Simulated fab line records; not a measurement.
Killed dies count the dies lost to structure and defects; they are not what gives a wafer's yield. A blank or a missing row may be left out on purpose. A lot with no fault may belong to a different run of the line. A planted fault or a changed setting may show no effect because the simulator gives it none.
fab line records	flow n5_finfet
[record] lots = 8	wafers = 24	last_day = 18
route steps=1938 shown BEOL_M1@767 BEOL_M4@1111 PASSIVATION@1936
lots with no fault: from the same line, run without faults
start_h: the number of hours between the record's first day and the start of the first shown wafer of the lot	wait_h: how many hours have passed since the lot's step before this one	" the same as in the row above	L1.1+2: a single row standing in for several wafers	- no value present, or no start provided	* or withheld: withheld	< > ~ a bound
route shown NAME@n: a module of which the file shows steps, and the number in the route of the first	usual: mean and standard deviation over wafers with no fault	same: alike in all rows	chamber/n: place in a boat	sites: per-site readings	_std_site: the standard deviation of these	_edge_site: inner sites' mean taken away from outer sites' mean	radius_mm: how far each site lies from the wafer's centre	mask NAME#n: copy n	behind: the most recent tool/chamber to have shaped the wafer	hold: cause of the lot's hold/its duration in hours/its outcome	device: whichever transistor did not switch (one of n, p or np)	end of line: the route-end tests of the same wafers	a step without rows: its recipe alone	killed: dies that structure and defects cost at the first sort, which is not the same as the wafer's yield	map: a wafer's dies, x killed, . not, _ none there
set.NAME: setting as actually run; set.NAME@STEP: the setting as run at that earlier step	model.NAME: the simulator's own value behind a step, which no gauge read
one table for each step of the route and one row for each wafer, over a sample of lots
services: when a tool's chamber went out of use (start_h, in hours from the record's first day, below 0 if earlier), for how many hours, and the reason
[[steps]]
[step N5_BEOL_M1_DESCUM_16]
[recipe] chemistry = O2	time_s = 7	source_power_w = 50	bias_power_w = 20	pressure_mtorr = 20	rf_frequency_hz = 2.712e+07	temp_c = 40	resist = CAR-EUV	o2_flow_sccm = 225
[usual] drypump_motor_current_A = 5.7/0.58	oes_product_au = 0.81/0.1	rf_vpp_V = 243.1/1.2	showerhead_plenum_p_Torr = 2.09/0.058	throttle_valve_pct = 20.4/0.32
lot.wafer	tool	chamber	start_h	wait_h	drypump_motor_current_A	oes_product_au	rf_hours_counter_h	rf_vpp_V	showerhead_plenum_p_Torr	throttle_valve_pct
L167.4	rie_diel-01	0	134.04	0.0	4.8	0.91	30	244.9	2.12	20.2
L167.5	"	3	"	"	6.4	0.90	-	242.3	2.05	20.2
L167.6	"	2	"	"	6.1	1.02	-	243.9	2.03	19.8
L170.1	rie_diel-01	1	142.17	0.2	5.2	0.72	197	244.5	2.07	20.7
L170.4	"	0	"	"	4.8	0.92	33	244.3	2.12	20.2
L170.6	"	0	"	"	4.8	0.92	-	243.1	2.12	20.1
L173.2	rie_diel-03	3	166.26	0.3	6.2	0.72	198	243.7	2.17	20.4
L173.3	"	1	"	"	5.3	0.75	166	242.5	2.07	20.1
L173.5	"	1	"	"	5.3	0.76	-	242.4	2.07	20.1
L180.1	rie_diel-01	2	206.48	0.0	6.1	0.95	24	242.2	2.03	19.8
L180.3	"	0	"	"	4.8	0.89	52	243.0	2.11	20.2
L180.4	"	1	"	"	5.2	0.70	217	243.2	2.06	20.8
L182.2	rie_diel-03	1	216.58	0.0	5.3	0.74	181	242.9	2.06	20.2
L182.3	"	2	"	"	5.5	0.68	235	242.2	2.00	20.8
L182.5	"	3	"	"	6.2	0.71	-	243.1	2.17	20.5
L181.1	rie_diel-04	1	216.77	0.0	6.5	0.79	117	244.4	2.10	20.5
L181.4	"	3	"	"	6.6	0.71	199	241.5	2.00	20.8
L181.5	"	1	"	"	6.5	0.79	-	243.3	2.10	20.5
L187.2	rie_diel-04	2	247.38	0.0	5.7	0.85	44	244.4	2.15	20.7
L187.3	"	0	"	"	5.8	0.94	11	245.0	2.13	20.6
L187.4	"	3	"	"	6.6	0.70	211	239.8	2.00	20.9
L188.2	rie_diel-03	0	249.91	0.0	5.0	0.84	87	244.1	2.11	20.0
L188.4	"	1	"	"	5.3	0.73	190	241.5	2.06	20.2
L188.6	"	3	"	"	6.3	0.71	-	245.9	2.17	20.5
[step N5_BEOL_M1_STRIP_19]
[recipe] chemistry = O2	power_w = 400	temp_c = 40	pressure_mtorr = 30	rf_frequency_hz = 6e+07	bias_power_w = 0	overash_fraction = 0.2	o2_flow_sccm = 225
[usual] drypump_motor_current_A = 5.7/0.57	oes_product_au = 0.80/0.095	rf_vpp_V = 3.7/0.43	showerhead_plenum_p_Torr = 2.08/0.058	throttle_valve_pct = 16.6/0.31
[same] overash_fraction = 0.2
lot.wafer	tool	chamber	start_h	wait_h	drypump_motor_current_A	oes_product_au	rf_hours_counter_h	rf_vpp_V	showerhead_plenum_p_Torr	throttle_valve_pct
L167.4	rie_diel-03	0	134.56	0.2	5.0	0.88	-	3.7	2.13	16.2
L167.5	"	3	"	"	6.3	0.73	-	4.0	2.18	16.7
L167.6	"	2	"	"	5.5	0.70	-	3.5	2.01	17.0
L170.1	rie_diel-03	2	142.72	0.3	5.5	0.70	213	3.2	2.01	17.0
L170.4	"	1	"	"	5.3	0.76	159	4.4	2.07	16.4
L170.6	"	0	"	"	5.0	0.87	-	3.7	2.13	16.2
L173.2	rie_diel-01	2	166.70	0.1	6.1	0.97	11	3.7	2.03	16.1
L173.3	"	0	"	"	4.7	0.90	40	4.1	2.12	16.4
L173.5	"	2	"	"	6.1	0.96	-	4.4	2.03	16.1
L180.1	rie_diel-03	1	206.84	0.1	5.3	0.74	177	3.5	2.07	16.4
L180.3	"	2	"	"	5.5	0.68	231	3.1	2.00	17.0
L180.4	"	0	"	"	5.0	0.86	75	3.3	2.12	16.2
L182.2	rie_diel-03	1	216.94	0.1	5.3	0.74	181	3.9	2.07	16.4
L182.3	"	2	"	"	5.5	0.67	235	3.0	2.00	17.0
L182.5	"	2	"	"	5.5	0.68	-	3.6	2.00	17.0
L181.1	rie_diel-01	2	217.12	0.1	6.1	0.94	28	3.3	2.03	16.1
L181.4	"	0	"	"	4.8	0.88	56	3.6	2.11	16.4
L181.5	"	1	"	"	5.2	0.71	-	4.2	2.07	17.0
L187.2	rie_diel-04	2	247.74	0.1	5.7	0.85	44	3.8	2.15	16.8
L187.3	"	0	"	"	5.7	0.92	11	3.4	2.14	16.8
L187.4	"	3	"	"	6.6	0.70	211	3.4	2.00	17.1
L188.2	rie_diel-01	2	250.27	0.1	6.1	0.91	38	3.4	2.02	16.2
L188.4	"	3	"	"	6.4	0.84	78	3.7	2.04	16.5
L188.6	"	0	"	"	4.8	0.86	-	3.4	2.11	16.5
[step N5_BEOL_M1_INSPECT_30]
[recipe] mode = adi	inspect_instrument = brightfield
[usual] raw_defect_count = 383/79
lot.wafer	tool	chamber	start_h	wait_h	raw_defect_count
L167.4	defect_inspect-02	-	135.14	0.0	379
L167.5	"	-	"	"	504
L167.6	"	-	"	"	553
L170.1	defect_inspect-02	-	143.32	0.1	334
L170.4	"	-	"	"	314
L170.6	"	-	"	"	276
L173.2	defect_inspect-02	-	167.32	0.0	514
L173.3	"	-	"	"	360
L173.5	"	-	"	"	304
L180.1	defect_inspect-01	-	207.44	0.1	1553
L180.3	"	-	"	"	1588
L180.4	"	-	"	"	1441
L182.2	defect_inspect-02	-	217.54	0.0	1493
L182.3	"	-	"	"	1527
L182.5	"	-	"	"	1541
L181.1	defect_inspect-01	-	217.65	0.1	309
L181.4	"	-	"	"	268
L181.5	"	-	"	"	572
L187.2	defect_inspect-02	-	248.34	0.0	455
L187.3	"	-	"	"	376
L187.4	"	-	"	"	332
L188.2	defect_inspect-02	-	250.74	0.0	382
L188.4	"	-	"	"	344
L188.6	"	-	"	"	344
[step N5_BEOL_M1_ETCH_69]
[recipe] chemistry = CF4	target = SiARC	target_depth_a = 156	mask_material = CAR-EUV	time_s = 26	ion_energy_ev = 80	pressure_mtorr = 40	source_w = 545	bias_w = 36	Ar_flow_sccm = 100	cf4_flow_sccm = 100	ends = cleared
[usual] drypump_motor_current_A = 5.7/0.59	etch_rf_on_time_s = 26.2/0.73	oes_product_au = 0.68/0.079	rf_vpp_V = 183.8/1	showerhead_plenum_p_Torr = 2.13/0.057	throttle_valve_pct = 15.58/0.27
lot.wafer	tool	chamber	start_h	wait_h	drypump_motor_current_A	etch_rf_on_time_s	oes_product_au	rf_hours_counter_h	rf_vpp_V	showerhead_plenum_p_Torr	throttle_valve_pct
L167.4	rie_diel-03	2	135.26	0.0	5.5	26.7	0.60	-	182.8	2.05	15.83
L167.5	"	3	"	"	6.2	27.0	0.62	-	184.3	2.23	15.68
L167.6	"	0	"	"	5.0	25.7	0.75	-	185.0	2.17	15.14
L170.1	rie_diel-01	3	143.47	0.0	6.3	26.2	0.75	45	183.6	2.10	15.42
L170.4	"	0	"	"	4.8	25.8	0.78	34	183.1	2.18	15.39
L170.6	"	2	"	"	6.1	24.7	0.86	-	183.4	2.10	15.15
L173.2	rie_diel-01	3	167.45	0.0	6.4	26.1	0.76	53	183.2	2.10	15.43
L173.3	"	0	"	"	4.8	25.9	0.77	40	185.8	2.18	15.39
L173.5	"	0	"	"	4.8	25.9	0.77	-	184.5	2.18	15.39
L180.1	rie_diel-01	3	207.53	0.0	6.4	26.3	0.73	64	183.6	2.09	15.45
L180.3	"	0	"	"	4.7	25.7	0.75	52	184.4	2.17	15.42
L180.4	"	2	"	"	6.1	24.8	0.81	24	184.2	2.10	15.21
L182.2	rie_diel-03	3	217.63	0.0	6.3	27.1	0.60	213	184.6	2.22	15.71
L182.3	"	1	"	"	5.3	25.3	0.64	181	183.0	2.13	15.52
L182.5	"	3	"	"	6.2	27.2	0.60	-	183.8	2.22	15.74
L181.1	rie_diel-01	0	217.73	0.0	4.7	25.9	0.75	56	182.5	2.17	15.43
L181.4	"	2	"	"	6.1	24.8	0.80	28	182.6	2.10	15.21
L181.5	"	2	"	"	6.1	24.6	0.80	-	183.0	2.10	15.21
L187.2	rie_diel-04	1	248.43	0.0	6.5	26.8	0.65	122	184.7	2.15	15.62
L187.3	"	2	"	"	5.7	26.8	0.71	44	183.7	2.19	15.69
L187.4	"	0	"	"	5.7	24.9	0.81	11	183.4	2.19	15.78
L188.2	rie_diel-01	1	250.94	0.0	5.2	26.1	0.59	230	183.0	2.10	15.93
L188.4	"	0	"	"	4.7	25.9	0.74	66	185.0	2.17	15.43
L188.6	"	3	"	"	6.4	26.2	0.72	-	182.4	2.09	15.47
[step N5_BEOL_M1_TRENCH_ETCH_37]
[recipe] chemistry = C4F6/O2	target_depth_a = 552.07	target = SiOC	time_s = 29	ion_energy_ev = 250	pressure_mtorr = 30	source_w = 355	bias_w = 185	Ar_flow_sccm = 300	C4F6_flow_sccm = 10	O2_flow_sccm = 10
[usual] drypump_motor_current_A = 5.8/0.58	oes_f_703_au = 0.78/0.087	oes_product_au = 0.80/0.093	rf_vpp_V = 675/12	showerhead_plenum_p_Torr = 2.84/0.08	throttle_valve_pct = 20.9/0.3
lot.wafer	tool	chamber	start_h	wait_h	drypump_motor_current_A	oes_f_703_au	oes_product_au	rf_hours_counter_h	rf_vpp_V	showerhead_plenum_p_Torr	throttle_valve_pct
L167.4	rie_diel-03	0	-	-	5.0	0.85	0.85	-	673	2.88	20.3
L167.5	"	2	"	"	5.5	0.68	0.70	-	681	2.73	21.1
L167.6	"	3	"	"	6.2	0.71	0.72	-	686	2.96	20.9
L170.1	rie_diel-03	2	-	-	5.5	0.68	0.70	214	683	2.72	21.1
L170.4	"	0	"	"	5.0	0.85	0.87	57	672	2.88	20.3
L170.6	"	1	"	"	5.3	0.76	0.77	-	678	2.87	20.8
L173.2	rie_diel-01	0	-	-	4.7	0.87	0.89	41	655	2.89	20.7
L173.3	"	2	"	"	6.1	0.96	0.98	12	663	2.77	20.3
L173.5	"	0	"	"	4.8	0.88	0.89	-	655	2.89	20.7
L180.1	rie_diel-04	2	-	-	5.7	0.82	0.86	30	700	2.93	21.1
L180.3	"	1	"	"	6.5	0.74	0.78	115	682	2.88	21.0
L180.4	"	2	"	"	5.7	0.82	0.85	-	701	2.94	21.1
L182.2	rie_diel-04	1	-	-	6.5	0.74	0.77	118	683	2.88	21.0
L182.3	"	2	"	"	5.7	0.81	0.87	33	701	2.93	21.1
L182.5	"	1	"	"	6.5	0.74	0.78	-	683	2.88	21.0
L181.1	rie_diel-01	1	-	-	5.2	0.71	0.69	221	649	2.78	21.1
L181.4	"	3	"	"	6.3	0.83	0.87	68	674	2.80	20.8
L181.5	"	2	"	"	6.1	0.92	0.93	-	661	2.76	20.3
L187.2	rie_diel-04	3	-	-	6.6	0.70	0.71	212	677	2.71	21.2
L187.3	"	2	"	"	5.7	0.79	0.84	45	700	2.93	21.1
L187.4	"	1	"	"	6.5	0.73	0.77	123	682	2.88	21.0
L188.2	rie_diel-03	3	-	-	6.3	0.69	0.70	224	684	2.95	20.9
L188.4	"	2	"	"	5.5	0.66	0.67	245	681	2.71	21.2
L188.6	"	1	"	"	5.3	0.73	0.74	-	675	2.85	20.8
[step N5_BEOL_M4_RC_MEAS_101]
[usual] DIBL_N = 35.9/1.7	DIBL_P = 36.0/2.2	IOFF_N = 0.16/0.031	IOFF_P = 0.21/0.039	ION_N = 678/13	ION_P = 464/8.8	SS_N = 71.5/0.61	SS_P = 73.2/0.68	VT_N = 249/3.3	VT_P = -250/3.8
lot.wafer	tool	chamber	start_h	wait_h	DIBL_N[mV/V]	DIBL_P[mV/V]	IOFF_N[nA/um]	IOFF_P[nA/um]	ION_N[uA/um]	ION_P[uA/um]	SS_N[mV/dec]	SS_P[mV/dec]	VT_N[mV]	VT_P[mV]
L167.4	prober-01	0	175.67	0.5	38.4	37.7	0.21	0.26	695	470	71.6	73.7	243	-247
L167.5	"	0	"	"	39.0	39.2	0.23	0.27	705	480	72.3	74.5	245	-246
L167.6	"	0	"	"	37.1	36.2	0.19	0.24	686	473	71.4	73.2	244	-247
L170.1	prober-01	0	193.34	0.0	31.6	31.5	0.09	0.13	641	450	70.2	72.0	258	-260
L170.4	"	0	"	"	33.5	34.6	0.11	0.15	664	455	70.5	72.4	256	-257
L170.6	"	0	"	"	37.1	38.8	0.17	0.21	676	457	71.3	73.5	250	-254
L173.2	prober-01	0	208.97	0.2	34.3	35.4	0.15	0.19	688	478	71.3	73.7	247	-252
L173.3	"	0	"	"	37.9	38.9	0.21	0.26	702	479	72.8	74.1	243	-248
L173.5	"	0	"	"	34.6	34.2	0.14	0.18	678	462	71.8	72.8	249	-253
L182.2	prober-02	0	258.04	0.2	33.4	31.9	0.11	0.15	670	459	70.5	72.1	253	-255
L182.3	"	0	"	"	37.4	36.7	0.17	0.22	683	471	72.4	73.4	249	-250
L182.5	"	0	"	"	36.6	35.8	0.16	0.20	681	467	71.8	72.9	250	-251
L180.1	prober-02	0	261.70	0.0	34.3	35.5	0.17	0.20	677	457	71.5	73.0	249	-249
L180.3	"	0	"	"	37.3	39.1	0.22	0.27	689	468	72.8	73.9	245	-247
L180.4	"	0	"	"	35.8	36.8	0.19	0.22	693	464	72.2	72.6	248	-250
L181.1	prober-01	0	264.98	0.0	34.8	33.8	0.13	0.19	678	469	70.6	72.3	251	-251
L181.4	"	0	"	"	36.3	36.5	0.17	0.23	688	479	70.9	73.8	244	-247
L181.5	"	0	"	"	37.8	39.0	0.20	0.27	707	486	72.1	74.2	245	-245
L187.2	prober-02	0	294.82	0.2	37.5	37.3	0.19	0.28	692	472	72.1	74.0	246	-244
L187.3	"	0	"	"	34.6	33.9	0.14	0.22	679	477	70.7	72.9	251	-246
L187.4	"	0	"	"	35.9	35.3	0.16	0.23	678	470	71.8	72.9	248	-247
L188.2	prober-02	0	310.91	0.2	32.6	34.7	0.13	0.21	678	471	71.6	72.8	253	-248
L188.4	"	0	"	"	34.8	36.8	0.17	0.23	685	472	72.3	73.4	249	-250
L188.6	"	0	"	"	34.6	36.9	0.16	0.25	674	466	72.4	74.2	251	-248
[step N5_PASSIVATION_PROBE_49]
[usual] defect_limited_yield = 90.9/1.5	killed_at_M0_to_M3 = 36/10	killed_at_M4_up = 13/5.5	killed_at_contacts = 12/5.6	killed_at_front_end = 42/12	killed_at_other = 4/3.2	killed_dies = 108/18	killed_on_rim = 15/4.1	killed_open = 71/13	killed_short = 34/7.8	sort_bin_5_function = 5.4/1	sort_bin_6_memory = 3.4/0.68	sort_n_pass = 1072/18	sort_yield_pct = 90.9/1.5
[same] gross_dies = 1180	killed_at_back_side = 0	sort_bin_4_leakage[%] = 0	sort_bin_8_speed[%] = 0
lot.wafer	tool	chamber	start_h	wait_h	defect_limited_yield[%]	killed_at_M0_to_M3	killed_at_M4_up	killed_at_contacts	killed_at_front_end	killed_at_other	killed_dies	killed_on_rim	killed_open	killed_short	sort_bin_5_function[%]	sort_bin_6_memory[%]	sort_n_pass	sort_yield_pct[%]
L182.2	prober-01	-	373.46	0.1	83.3	119	13	18	46	1	197	37	72	47	8.9	5.2	983	83.3
L182.3	prober-01	-	373.51	0.1	81.8	177	7	13	18	0	215	10	47	24	11.0	3.3	965	81.8
L182.5	prober-01	-	373.61	0.2	79.2	198	8	6	26	7	245	23	49	40	12.9	4.2	935	79.2
L180.1	prober-01	-	376.66	0.0	85.2	99	5	8	60	3	175	41	69	35	8.0	4.2	1005	85.2
L180.3	prober-01	-	376.76	0.1	77.7	177	4	15	63	4	263	17	85	25	14.0	4.6	917	77.7
L180.4	prober-01	-	376.81	0.2	81.4	114	5	11	86	4	220	36	91	47	11.6	4.3	960	81.4
// killed by level:class
L182.2 BEOL_M1:unspecified=74 BEOL_M0_SAQP:geometric_particle:open=15 FIN_SAQP:geometric_particle:open=14 BEOL_M0_SAQP:geometric_particle:short=12 MOL_CONTACT_COAG:geometric_particle:open=11 MOL_CONTACT_COAG:geometric_particle:short=7 BEOL_M3:geometric_particle:short=7 STI_FIN_REVEAL:geometric_particle:open=6
L182.3 BEOL_M1:unspecified=142 BEOL_M0_SAQP:geometric_particle:short=12 BEOL_M2:geometric_particle:open=9 MOL_CONTACT_COAG:geometric_particle:open=9 BEOL_M0_SAQP:geometric_particle:open=9 MOL_CONTACT_COAG:geometric_particle:short=4 STARTING-WAFER:geometric_particle:open=4 BEOL_M4:geometric_particle:open=4
L182.5 BEOL_M1:unspecified=154 BEOL_M0_SAQP:geometric_particle:open=13 BEOL_M0_SAQP:geometric_particle:short=7 BEOL_M1:geometric_particle:open=5 BEOL_M3:geometric_particle:open=5 FIN_SAQP:geometric_particle:open=4 DUMMY_GATE:geometric_particle:open=4 MOL_CONTACT_COAG:geometric_particle:open=4
L180.1 BEOL_M1:unspecified=66 FIN_SAQP:geometric_particle:open=18 STI_FIN_REVEAL:geometric_particle:open=15 BEOL_M0_SAQP:geometric_particle:short=12 MOL_CONTACT_COAG:geometric_particle:open=8 FIN_SAQP:geometric_particle:short=7 BEOL_M0_SAQP:geometric_particle:open=7 HKMG_FIN:area_etch=5
L180.3 BEOL_M1:unspecified=152 FIN_SAQP:geometric_particle:open=31 MOL_CONTACT_COAG:geometric_particle:open=14 FIN_SAQP:geometric_particle:short=9 STI_FIN_REVEAL:geometric_particle:open=7 BEOL_M0_SAQP:geometric_particle:short=6 BEOL_M3:geometric_particle:open=5 GATE_CUT:geometric_particle:open=4
L180.4 BEOL_M1:unspecified=81 FIN_SAQP:geometric_particle:open=22 STI_FIN_REVEAL:geometric_particle:open=19 FIN_SAQP:geometric_particle:short=17 BEOL_M3:geometric_particle:open=10 MOL_CONTACT_COAG:geometric_particle:open=8 BEOL_M0_SAQP:geometric_particle:open=6 STI_FIN_REVEAL:geometric_particle:short=5
[[services]]
tool	chamber	start_h	hours	kind
rie_diel-04	1	129.49	9.0	repair
rie_diel-04	0	130.52	10.4	repair
rie_diel-04	1	139.52	4.0	repair
rie_diel-04	0	197.34	-	clean
rie_diel-04	0	197.34	-	consumable_replace:focus_ring
rie_diel-04	0	197.34	18.8	scheduled_down
rie_diel-04	0	197.34	18.8	vent_cycle
rie_diel-04	1	221.30	13.8	repair
rie_diel-01	1	240.27	4.0	repair
[[key]]
[first_sign] step = N5_BEOL_M1_INSPECT_30	reading = raw_defect_count	direction = up	sigmas = 14	usual = 383	struck = 1524
[effect] step = N5_PASSIVATION_PROBE_49	reading = killed_at_M0_to_M3	direction = up	sigmas = 11	usual = 36	struck = 147
[more_kills_born_at] N5_BEOL_M1_STRIP_19@rie_diel-03 = 669
met_at N5_BEOL_M1_STRIP_19
struck_lots L180,L182
not_acting_at N5_BEOL_M1_DESCUM_16,N5_BEOL_M1_ETCH_69,N5_BEOL_M1_TRENCH_ETCH_37
onset_between 142.72 206.84
[fault] kind = chamber_particle_source	tool = rie_diel-03	chamber = -	onset_h = 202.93	steps = N5_BEOL_M1_STRIP_19	rate_per_visit_cm2 = 1.7256	end_h = 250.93
